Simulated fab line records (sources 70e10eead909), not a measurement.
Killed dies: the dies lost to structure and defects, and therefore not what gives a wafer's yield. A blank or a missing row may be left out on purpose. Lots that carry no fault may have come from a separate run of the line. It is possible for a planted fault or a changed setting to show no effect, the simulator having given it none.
The tool behind it: which one? / flow nand harc / 12 lots (36 wafers sampled), 1 step of a 1159-step route

WHAT THE GAUGES SHOWED, per wafer
NHARC_A_CHANNEL_FILL_D1_INSPECT_13.
lot=L076; measured=day 10 23:56; on=defect inspect-02; raw defect count=232 208 173
lot=L077; measured=day 11 05:12; on=defect inspect-02; raw defect count=333 308 255
lot=L079; measured=day 11 19:39; on=defect inspect-02; raw defect count=153 119 147
lot=L081; measured=day 12 00:38; on=defect inspect-02; raw defect count=322 435 533
lot=L083; measured=day 12 19:29; on=defect inspect-02; raw defect count=413 598 261
lot=L084; measured=day 13 11:06; on=defect inspect-02; raw defect count=364 591 349
lot=L087; measured=day 13 18:59; on=defect inspect-01; raw defect count=213 198 252
lot=L088; measured=day 14 15:23; on=defect inspect-01; raw defect count=462 323 419
lot=L091; measured=day 14 23:01; on=defect inspect-01; raw defect count=212 248 251
lot=L090; measured=day 15 03:49; on=defect inspect-02; raw defect count=125 240 169
lot=L096; measured=day 16 05:54; on=defect inspect-01; raw defect count=271 270 402
lot=L097; measured=day 16 12:26; on=defect inspect-02; raw defect count=229 115 140

WHAT TOOL EACH LOT RAN ON (gives the tool, then ch and the chambers of the sampled wafers, and finally the start)
Before these readings, the record contains no process step.

THE ANSWER, worked out from the rows above alone
Rule: what is usual is taken from the lots themselves. The widest of any qualifying gaps counts: lots, ordered by their means at a reading, are off when they make up no more than a third of the lots, leave a main group of 4 or more, and stand apart from it by 3 or more times the standard deviation of that group's means. Not used: any main group whose means are identical at the precision the tables above print for the reading. Also off: a lot with no number at a reading for which 4 or more lots have one. All remaining lots with rows at the step are treated as sound.
None of the lots is off at any reading shown; this tells nothing.

WHAT THE SIMULATOR PUT IN
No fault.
